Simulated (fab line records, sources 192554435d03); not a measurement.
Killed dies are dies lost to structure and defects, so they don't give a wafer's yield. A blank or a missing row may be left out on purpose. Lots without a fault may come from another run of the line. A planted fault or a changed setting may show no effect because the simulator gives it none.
fab line records | flow n5_finfet
record lots=7 wafers=20 last_day=17
route steps=1938 shown GATE_CUT@488 PASSIVATION@1936
lots that met no fault: from a run of the same line without faults
start_h: hours from the record's first day to the start of the lot's first wafer shown | wait_h: hours since the lot's step before | " the same as in the row above | L1.1+2: a row that stands for several wafers | - no value, or no start given | * or withheld: withheld | < > ~ a bound
route shown NAME@n: a module of which the file shows steps, and the number in the route of the first | usual: mean/standard deviation of fault-free wafers | same: alike in all rows | chamber/n: place in a boat | sites: the reading at each site | _std_site: their standard deviation | _edge_site: outer sites' mean less inner sites' | radius_mm: how far each site lies from the wafer's centre | mask NAME#n: copy n | behind: the tool/chamber that last shaped the wafer | hold: why the lot was held/for how many hours/how that ended | device: the transistor (n, p or np) that didn't switch | end of line: the same wafers' tests at the end of the route | a step without rows: its recipe alone | killed: dies lost to structure and defects at the first sort, not the wafer's yield | map: a wafer's dies, x killed, . not, _ none there
set.NAME: the setting as run; set.NAME@STEP: as run at that earlier step | model.NAME: the simulator's own value behind a step, which no gauge read
lots at some steps of the route; a table a step, a row a wafer
services: from which hour (start_h, from the record's first day; less than 0 if before it) a tool's chamber was out of use, for how many hours, and why
## steps
# step N5_GATE_CUT_OVL_MEAS_14
# recipe points_per_wafer=522
# usual GATE_CUT_OVL=0.1/0.63
# columns lot.wafer tool chamber start_h wait_h GATE_CUT_OVL[nm]
L612.2 overlay-01 0 97.53 0.0 0.2
L612.4 " 0 " " 0.9
L612.6 " 0 " " 0.1
L619.1 overlay-01 0 142.27 0.0 1.0
L619.2 " 0 " " 0.7
L619.6 " 0 " " 1.6
L620.1 overlay-02 0 144.32 0.0 0.8
L620.2 " 0 " " 1.0
L620.3 " 0 " " 0.4
L624.2 overlay-01 0 171.47 0.0 0.2
L624.3 " 0 " " 0.2
L624.6 " 0 " " 0.4
L625.2 overlay-02 0 175.75 0.0 -0.1
L625.5 " 0 " " 0.0
L630.2 overlay-02 0 205.91 0.0 1.0
L630.3 " 0 " " -0.1
L630.5 " 0 " " -0.2
L633.1 overlay-02 0 222.21 0.0 0.1
L633.4 " 0 " " -0.5
L633.5 " 0 " " 0.8
# step N5_GATE_CUT_INSPECT_15
# recipe mode=adi inspect_instrument=brightfield
# usual raw_defect_count=148/56
# columns lot.wafer tool chamber start_h wait_h raw_defect_count
L612.2 defect_inspect-01 - 97.58 0.0 180
L612.4 " - " " 174
L612.6 " - " " 227
L619.1 defect_inspect-02 - 142.33 0.1 95
L619.2 " - " " 185
L619.6 " - " " 179
L620.1 defect_inspect-01 - 144.39 0.1 116
L620.2 " - " " 105
L620.3 " - " " 114
L624.2 defect_inspect-02 - 171.53 0.0 123
L624.3 " - " " 183
L624.6 " - " " 159
L625.2 defect_inspect-01 - 175.81 0.0 68
L625.5 " - " " 102
L630.2 defect_inspect-02 - 205.96 0.0 91
L630.3 " - " " 123
L630.5 " - " " 111
L633.1 defect_inspect-02 - 222.27 0.1 86
L633.4 " - " " 151
L633.5 " - " " 149
# step N5_GATE_CUT_DESCUM_18
# recipe chemistry=O2 time_s=7 source_power_w=50 bias_power_w=20 pressure_mtorr=20 rf_frequency_hz=2.712e+07 temp_c=40 resist=CAR-EUV o2_flow_sccm=225
# usual drypump_motor_current_A=5.6/0.46 oes_product_au=0.79/0.088 rf_vpp_V=243.0/1.2 showerhead_plenum_p_Torr=2.08/0.059 throttle_valve_pct=20.34/0.16
# columns lot.wafer tool chamber start_h wait_h drypump_motor_current_A oes_product_au rf_hours_counter_h rf_vpp_V showerhead_plenum_p_Torr throttle_valve_pct
L612.2 rie_diel-06 3 97.69 0.1 5.9 0.90 22 241.9 2.05 20.15
L612.4 " 0 " " 5.8 0.67 250 242.4 2.07 20.58
L612.6 " 3 " " 5.9 0.91 - 244.1 2.05 20.17
L619.1 rie_diel-01 2 142.37 0.0 4.9 0.83 63 243.2 2.05 20.23
L619.2 " 1 " " 5.8 0.77 140 241.5 2.01 20.10
L619.6 " 3 " " 4.7 0.84 - 242.9 2.04 20.23
L620.1 rie_diel-01 2 144.49 0.1 4.9 0.84 63 241.6 2.05 20.23
L620.2 " 3 " " 4.7 0.85 80 243.9 2.04 20.24
L620.3 " 0 " " 5.7 0.76 139 246.1 2.19 20.54
L624.2 rie_diel-02 2 171.56 0.0 6.0 0.97 12 242.7 2.06 20.41
L624.3 " 1 " " 6.0 1.01 1 243.0 2.05 20.23
L624.6 " 1 " " 6.0 1.00 - 242.9 2.05 20.25
L625.2 rie_diel-02 0 175.93 0.1 5.9 0.71 219 242.5 2.07 20.47
L625.5 " 0 " " 5.9 0.71 - 243.6 2.07 20.48
L630.2 rie_diel-01 1 205.99 0.0 5.8 0.75 156 241.3 2.00 20.13
L630.3 " 0 " " 5.7 0.75 155 245.6 2.18 20.57
L630.5 " 3 " " 4.7 0.82 - 242.8 2.03 20.27
L633.1 rie_diel-06 0 223.08 0.8 5.8 0.93 28 243.1 2.06 20.23
L633.4 " 2 " " 5.7 0.69 - 242.7 2.06 20.23
L633.5 " 3 " " 5.9 0.82 - 240.7 2.04 20.22
# step N5_GATE_CUT_ETCH_28
# recipe chemistry=N2/H2 target=underlayer target_depth_a=130 mask_material=CAR-EUV time_s=10.4 ion_energy_ev=200 pressure_mtorr=30 source_w=840 bias_w=150 n2_flow_sccm=200 h2_flow_sccm=200 ends=cleared
# step N5_GATE_CUT_ETCH_36
# recipe chemistry=CF4 target=SiARC target_depth_a=130 mask_material=CAR-EUV time_s=21.7 ion_energy_ev=80 pressure_mtorr=40 source_w=545 bias_w=36 Ar_flow_sccm=100 cf4_flow_sccm=100 ends=cleared
# step N5_GATE_CUT_ETCH_37
# recipe chemistry=N2/H2 target=SOC target_depth_a=600 overetch_a=120 mask_material=SiARC temp_c=40 time_s=90 ion_energy_ev=200 pressure_mtorr=30 source_w=840 bias_w=150 n2_flow_sccm=200 h2_flow_sccm=200
# step N5_GATE_CUT_STRIP_38
# recipe chemistry=N2/H2 temp_c=40 n2_flow_sccm=200 h2_flow_sccm=200 rf_frequency_hz=6e+07
# step N5_GATE_CUT_STRIP_39
# recipe chemistry=N2/H2 temp_c=40 n2_flow_sccm=200 h2_flow_sccm=200 rf_frequency_hz=6e+07
# step N5_GATE_CUT_HM_OPEN_40
# recipe chemistry=C4F6/O2 target=SiO2 mask_material=SiARC target_depth_a=1390 time_s=85.1 ion_energy_ev=250 pressure_mtorr=30 source_w=345 bias_w=185 Ar_flow_sccm=300 C4F6_flow_sccm=10 O2_flow_sccm=10 ends=cleared
# step N5_GATE_CUT_STRIP_41
# recipe chemistry=CF4 resist=SiARC power_w=300 bias_power_w=75 pressure_mtorr=50 cf4_flow_sccm=150 rf_frequency_hz=6e+07
# usual drypump_motor_current_A=5.6/0.46 oes_product_au=0.182/0.019 rf_vpp_V=271.0/1.3 showerhead_plenum_p_Torr=1.78/0.048 throttle_valve_pct=13.48/0.2
# columns lot.wafer tool chamber start_h wait_h drypump_motor_current_A oes_product_au rf_hours_counter_h rf_vpp_V showerhead_plenum_p_Torr throttle_valve_pct
L612.2 rie_diel-06 3 97.91 0.0 5.9 0.205 22 269.0 1.76 13.20
L612.4 " 0 " " 5.8 0.161 250 270.3 1.76 13.77
L612.6 " 3 " " 5.9 0.211 - 270.0 1.76 13.20
L619.1 rie_diel-01 2 142.59 0.0 4.9 0.190 63 270.1 1.75 13.30
L619.2 " 1 " " 5.7 0.174 140 268.5 1.73 13.33
L619.6 " 3 " " 4.7 0.190 - 269.9 1.74 13.34
L620.1 rie_diel-01 2 144.71 0.0 4.9 0.190 63 270.4 1.75 13.31
L620.2 " 3 " " 4.7 0.186 81 269.3 1.74 13.36
L620.3 " 0 " " 5.8 0.173 139 273.8 1.87 13.71
L624.2 rie_diel-02 2 171.78 0.0 6.0 0.220 12 270.0 1.77 13.44
L624.3 " 1 " " 6.0 0.230 1 270.4 1.75 13.28
L624.6 " 1 " " 6.0 0.229 - 270.7 1.75 13.29
L625.2 rie_diel-02 0 176.16 0.0 5.9 0.160 219 270.6 1.77 13.71
L625.5 " 0 " " 5.9 0.162 - 270.5 1.77 13.70
L630.2 rie_diel-01 1 206.22 0.0 5.8 0.173 156 271.6 1.72 13.36
L630.3 " 0 " " 5.8 0.171 155 272.9 1.86 13.74
L630.5 " 3 " " 4.6 0.182 - 270.0 1.74 13.39
L633.1 rie_diel-06 0 223.30 0.0 5.8 0.206 28 271.5 1.75 13.25
L633.4 " 2 " " 5.7 0.166 - 271.0 1.76 13.49
L633.5 " 3 " " 5.9 0.191 - 271.9 1.74 13.29
# step N5_GATE_CUT_STRIP_42
# recipe chemistry=O2 power_w=400 temp_c=40 pressure_mtorr=30 rf_frequency_hz=6e+07 bias_power_w=0 overash_fraction=0.3 o2_flow_sccm=225
# usual drypump_motor_current_A=5.6/0.46 oes_product_au=0.79/0.088 rf_vpp_V=3.7/0.51 showerhead_plenum_p_Torr=2.08/0.059 throttle_valve_pct=16.59/0.17
# same overash_fraction=0.3
# columns lot.wafer tool chamber start_h wait_h drypump_motor_current_A oes_product_au rf_hours_counter_h rf_vpp_V showerhead_plenum_p_Torr throttle_valve_pct
L612.2 rie_diel-06 3 97.93 0.0 5.9 0.91 22 3.2 2.06 16.38
L612.4 " 0 " " 5.8 0.67 250 3.0 2.07 16.87
L612.6 " 3 " " 5.9 0.91 - 3.1 2.06 16.36
L619.1 rie_diel-01 2 142.61 0.0 5.0 0.83 63 4.1 2.05 16.44
L619.2 " 1 " " 5.8 0.76 140 3.3 2.01 16.38
L619.6 " 3 " " 4.7 0.84 - 2.6 2.04 16.47
L620.1 rie_diel-01 2 144.73 0.0 4.9 0.84 63 3.7 2.05 16.45
L620.2 " 3 " " 4.7 0.85 81 4.4 2.04 16.48
L620.3 " 0 " " 5.7 0.77 139 4.1 2.19 16.80
L624.2 rie_diel-02 2 171.80 0.0 6.0 0.97 12 3.5 2.06 16.58
L624.3 " 1 " " 6.0 1.01 1 4.4 2.06 16.46
L624.6 " 1 " " 6.1 1.01 - 4.1 2.06 16.46
L625.2 rie_diel-02 0 176.18 0.0 5.9 0.71 219 3.6 2.07 16.77
L625.5 " 0 " " 5.9 0.71 - 3.8 2.07 16.77
L630.2 rie_diel-01 1 206.24 0.0 5.8 0.75 156 4.6 2.01 16.40
L630.3 " 0 " " 5.7 0.73 155 3.8 2.18 16.84
L630.5 " 3 " " 4.7 0.82 - 4.2 2.03 16.51
L633.1 rie_diel-06 0 223.32 0.0 5.8 0.93 28 4.1 2.06 16.44
L633.4 " 2 " " 5.7 0.69 - 3.9 2.07 16.54
L633.5 " 3 " " 5.9 0.83 - 3.6 2.04 16.44
# step N5_GATE_CUT_ETCH_19
# recipe chemistry=CH3F/O2 target=SiNx mask_material=SiO2 target_depth_a=537 time_s=76.7 pressure_mtorr=30 source_w=395 bias_w=73 Ar_flow_sccm=150 CH3F_flow_sccm=30 O2_flow_sccm=20 ion_energy_ev=120 ends=cleared
# usual drypump_motor_current_A=5.6/0.46 etch_rf_on_time_s=76.9/0.93 oes_product_au=0.67/0.074 rf_vpp_V=296/3.2 showerhead_plenum_p_Torr=1.98/0.06 throttle_valve_pct=16.25/0.2
# columns lot.wafer tool chamber start_h wait_h drypump_motor_current_A etch_rf_on_time_s oes_product_au rf_hours_counter_h rf_vpp_V showerhead_plenum_p_Torr throttle_valve_pct
L612.2 rie_diel-06 3 97.97 0.0 5.9 75.3 0.78 22 297 1.96 16.01
L612.4 " 0 " " 5.8 76.6 0.57 250 297 1.97 16.49
L612.6 " 3 " " 5.9 74.7 0.78 - 296 1.96 16.02
L619.1 rie_diel-01 2 142.65 0.0 5.0 75.4 0.71 63 297 1.95 16.05
L619.2 " 1 " " 5.8 78.1 0.65 140 292 1.92 16.05
L619.6 " 3 " " 4.7 76.0 0.72 - 296 1.93 16.09
L620.1 rie_diel-01 2 144.77 0.0 5.0 76.1 0.71 63 297 1.95 16.07
L620.2 " 3 " " 4.7 76.4 0.71 81 296 1.93 16.08
L620.3 " 0 " " 5.8 77.2 0.64 139 302 2.10 16.51
L624.2 rie_diel-02 2 171.84 0.0 6.0 76.1 0.81 12 294 1.96 16.21
L624.3 " 1 " " 6.1 76.3 0.85 1 295 1.97 16.17
L624.6 " 1 " " 6.1 76.5 0.84 - 295 1.97 16.20
L625.2 rie_diel-02 0 176.22 0.0 5.9 77.1 0.61 219 294 1.98 16.47
L625.5 " 0 " " 5.9 76.9 0.61 - 293 1.98 16.47
L630.2 rie_diel-01 1 206.28 0.0 5.8 78.2 0.63 156 292 1.91 16.06
L630.3 " 0 " " 5.7 77.5 0.63 155 303 2.09 16.53
L630.5 " 3 " " 4.7 76.3 0.70 - 299 1.93 16.11
L633.1 rie_diel-06 0 223.36 0.0 5.8 75.2 0.78 28 296 1.96 16.05
L633.4 " 2 " " 5.7 77.9 0.59 - 297 1.97 16.20
L633.5 " 3 " " 5.9 75.3 0.71 - 296 1.95 16.10
# step N5_GATE_CUT_CUT_ETCH_53
# recipe chemistry=SF6/Cl2 target=W mask_material=SiO2 target_depth_a=792 pressure_mtorr=8 icp_w=900 bias_w=80 SF6_flow_sccm=40 Cl2_flow_sccm=60 ends=cleared
# usual SF6_flow_sccm=40.00/0.12 drypump_motor_current_A=5.6/0.42 etch_rf_on_time_s=26.3/0.35 mfc_cl2_sccm=60.04/0.17 oes_product_au=0.66/0.07 throttle_valve_pct=28.83/0.14
# columns lot.wafer tool chamber start_h wait_h SF6_flow_sccm drypump_motor_current_A etch_rf_on_time_s mfc_cl2_sccm oes_product_au rf_hours_counter_h throttle_valve_pct
L612.2 rie_metal-03 0 98.08 0.1 39.99 5.8 25.8 60.12 0.68 57 29.01
L612.4 " 0 " " 40.03 5.8 25.9 60.06 0.67 - 29.00
L612.6 " 0 " " 40.07 5.8 25.8 59.99 0.68 - 29.01
L619.1 rie_metal-02 1 142.76 0.1 40.15 5.2 26.3 60.06 0.73 34 28.84
L619.2 " 1 " " 39.99 5.2 26.8 60.01 0.72 - 28.82
L619.6 " 1 " " 40.17 5.2 26.2 59.97 0.73 - 28.84
L620.1 rie_metal-01 0 144.89 0.1 39.92 6.0 26.1 59.96 0.70 51 28.87
L620.2 " 1 " " 40.21 5.2 26.4 59.75 0.59 100 28.75
L620.3 " 1 " " 39.98 5.2 26.3 60.06 0.59 - 28.73
L624.2 rie_metal-03 1 171.96 0.1 39.99 5.1 26.5 59.83 0.62 78 28.70
L624.3 " 0 " " 39.87 5.8 25.6 59.67 0.66 - 29.02
L624.6 " 1 " " 39.96 5.1 31.0 60.10 0.57 - 28.68
L625.2 rie_metal-03 0 176.33 0.1 40.19 5.8 25.8 60.16 0.66 64 29.01
L625.5 " 0 " " 40.28 5.8 30.3 60.23 0.61 - 29.01
L630.2 rie_metal-03 1 206.38 0.1 40.01 5.1 26.6 60.16 0.62 81 28.70
L630.3 " 0 " " 40.14 5.8 25.9 59.99 0.66 - 29.02
L630.5 " 0 " " 40.03 5.8 30.3 59.75 0.60 - 29.02
L633.1 rie_metal-01 0 223.47 0.1 40.03 6.0 26.1 60.18 0.68 58 28.88
L633.4 " 1 " " 40.12 5.2 26.2 59.96 0.58 - 28.74
L633.5 " 1 " " 40.05 5.2 26.1 60.03 0.58 - 28.76
# step N5_GATE_CUT_CUT_ETCH_54
# recipe chemistry=Cl2/BCl3 target=TiN mask_material=SiO2 target_depth_a=967 pressure_mtorr=10 icp_w=1000 bias_w=126 Cl2_flow_sccm=53.25 bcl3_flow_sccm=21.75 Ar_flow_sccm=25 ends=cleared
# usual drypump_motor_current_A=5.6/0.41 etch_rf_on_time_s=36.6/0.5 mfc_cl2_sccm=53.27/0.17 oes_product_au=0.66/0.07 throttle_valve_pct=22.22/0.11
# columns lot.wafer tool chamber start_h wait_h drypump_motor_current_A etch_rf_on_time_s mfc_cl2_sccm oes_product_au rf_hours_counter_h throttle_valve_pct
L612.2 rie_metal-03 0 98.14 0.0 5.8 36.2 53.49 0.67 57 22.33
L612.4 " 0 " " 5.8 36.1 53.23 0.67 - 22.33
L612.6 " 0 " " 5.8 35.9 53.49 0.68 - 22.35
L619.1 rie_metal-02 1 142.88 0.1 5.2 36.8 53.29 0.73 34 22.13
L619.2 " 1 " " 5.3 36.6 53.50 0.73 - 22.09
L619.6 " 1 " " 5.2 37.2 53.12 0.72 - 22.12
L620.1 rie_metal-01 0 144.95 0.0 6.0 36.3 53.09 0.70 51 22.26
L620.2 " 1 " " 5.2 36.5 53.33 0.59 100 22.15
L620.3 " 1 " " 5.1 36.3 53.41 0.59 - 22.15
L624.2 rie_metal-03 1 172.02 0.0 5.2 37.4 53.10 0.62 78 22.16
L624.3 " 0 " " 5.8 36.1 53.32 0.66 - 22.34
L624.6 " 1 " " 5.1 37.2 53.30 0.62 - 22.16
L625.2 rie_metal-03 0 176.39 0.0 5.9 36.0 53.39 0.66 64 22.34
L625.5 " 0 " " 5.8 35.9 53.81 0.66 - 22.33
L630.2 rie_metal-03 1 206.44 0.0 5.2 36.8 53.32 0.62 81 22.15
L630.3 " 0 " " 5.8 35.9 53.18 0.66 - 22.35
L630.5 " 0 " " 5.8 36.2 53.23 0.65 - 22.36
L633.1 rie_metal-01 0 223.53 0.0 6.0 36.5 53.24 0.68 58 22.29
L633.4 " 1 " " 5.2 36.5 53.19 0.58 - 22.17
L633.5 " 1 " " 5.2 36.6 53.18 0.58 - 22.17
# step N5_PASSIVATION_PROBE_49
# usual killed_at_M0_to_M3=35/11 killed_at_M4_up=14/5.4 killed_at_contacts=12/6.2 killed_at_front_end=38/11 killed_at_other=4.1/2.8 killed_dies=103/17 killed_open=66/13 killed_short=34/8.2
# same gross_dies=1180 killed_at_back_side=0
# columns lot.wafer tool chamber start_h wait_h killed_at_M0_to_M3 killed_at_M4_up killed_at_contacts killed_at_front_end killed_at_other killed_dies killed_open killed_short
L612.2 prober-01 - 278.60 0.1 16 18 7 42 2 85 51 32
L612.4 prober-01 - 278.70 0.2 26 12 10 45 3 96 46 43
L612.6 prober-01 - 278.80 0.3 18 13 7 34 2 74 46 24
L620.1 prober-02 - 334.09 0.0 22 14 6 39 8 89 49 36
L620.2 prober-02 - 334.14 0.1 26 10 18 35 5 94 62 30
L620.3 prober-02 - 334.19 0.1 34 12 19 36 6 107 77 29
# killed by level:class
L612.2 FIN_SAQP:geometric_particle:short=12 STI_FIN_REVEAL:geometric_particle:open=11 FIN_SAQP:geometric_particle:open=5 MOL_CONTACT_COAG:geometric_particle:open=5 BEOL_M3:geometric_particle:open=5 BEOL_M3:geometric_particle:short=4 DUMMY_GATE:geometric_particle:open=4 BEOL_M4:geometric_particle:open=4
L612.4 FIN_SAQP:geometric_particle:short=15 FIN_SAQP:geometric_particle:open=8 BEOL_M0_SAQP:geometric_particle:short=8 MOL_CONTACT_COAG:geometric_particle:open=6 BEOL_M0_SAQP:geometric_particle:open=6 STI_FIN_REVEAL:geometric_particle:open=5 BEOL_M3:geometric_particle:open=5 STI_FIN_REVEAL:geometric_particle:short=3
L612.6 STI_FIN_REVEAL:geometric_particle:open=10 FIN_SAQP:geometric_particle:short=8 FIN_SAQP:geometric_particle:open=6 MOL_CONTACT_COAG:geometric_particle:open=5 BEOL_M0_SAQP:geometric_particle:open=4 DUMMY_GATE:geometric_particle:open=3 BEOL_M2:geometric_particle:open=3 BEOL_M3:geometric_particle:open=3
L620.1 GATE_CUT:geometric_particle:short=10 STI_FIN_REVEAL:geometric_particle:open=7 MIM_TOP_ETCH:geometric_particle:open=6 FIN_SAQP:geometric_particle:short=5 BEOL_M1:geometric_particle:open=5 DUMMY_GATE:geometric_particle:open=4 BEOL_M4:geometric_particle:short=4 MOL_CONTACT_COAG:geometric_particle:open=4
L620.2 MOL_CONTACT_COAG:geometric_particle:open=14 BEOL_M3:geometric_particle:open=10 FIN_SAQP:geometric_particle:short=8 STI_FIN_REVEAL:geometric_particle:open=8 BEOL_M4:geometric_particle:open=5 BEOL_M1:geometric_particle:open=4 BEOL_M1:geometric_particle:short=4 BEOL_M2:geometric_particle:open=4
L620.3 MOL_CONTACT_COAG:geometric_particle:open=16 BEOL_M2:geometric_particle:open=10 FIN_SAQP:geometric_particle:open=8 BEOL_M3:geometric_particle:open=8 STI_FIN_REVEAL:geometric_particle:open=7 BEOL_M1:geometric_particle:open=7 DUMMY_GATE:geometric_particle:open=6 GATE_CUT:geometric_particle:short=4
## services
# columns tool chamber start_h hours kind
rie_diel-01 3 89.53 8.7 repair
rie_diel-01 3 103.31 18.9 repair
rie_diel-02 2 105.26 7.6 repair
rie_metal-02 - 107.43 2.8 pm
rie_metal-03 - 108.13 14.6 pm
rie_diel-02 2 112.90 - clean
rie_diel-02 2 112.90 - consumable_replace:focus_ring
rie_diel-02 2 112.90 18.0 scheduled_down
rie_diel-02 2 112.90 18.0 vent_cycle
rie_diel-06 0 115.84 5.3 repair
rie_diel-06 0 121.19 - clean
rie_diel-06 0 121.19 - consumable_replace:focus_ring
rie_diel-06 0 121.19 21.9 scheduled_down
rie_diel-06 0 121.19 21.9 vent_cycle
rie_diel-06 1 128.14 16.7 repair
rie_diel-02 1 131.21 - clean
rie_diel-02 1 131.21 - consumable_replace:focus_ring
rie_diel-02 1 131.21 37.2 scheduled_down
rie_diel-02 2 132.32 6.3 repair
rie_metal-02 0 142.03 22.0 repair
rie_diel-06 2 142.69 23.3 repair
rie_metal-03 0 178.85 7.3 repair
rie_diel-02 - 215.56 14.6 pm
rie_metal-02 1 222.25 16.5 repair
## key
first_sign step=N5_GATE_CUT_CUT_ETCH_53 reading=etch_rf_on_time_s direction=up sigmas=12 usual=* struck=*
effect none on later readings
met_at N5_GATE_CUT_CUT_ETCH_53
struck_wafers L624.6,L625.5,L630.5
tester_left_out L624,L625,L630
onset_between 98.08 171.96
fault kind=process_parameter_drift tool=rie_metal-03 chamber=- onset_h=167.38 steps=N5_GATE_CUT_CUT_ETCH_53 channel=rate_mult offset=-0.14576 shape=step end_h=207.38 scope=struck_wafers_only
# tester_left_out: of these lots the tester's yield and bins aren't shown, on N5 and GAA mostly nor the transistor test; their killed dies are dies lost to structure and defects alone, not to doping, threshold or leakage, so they don't give the yield
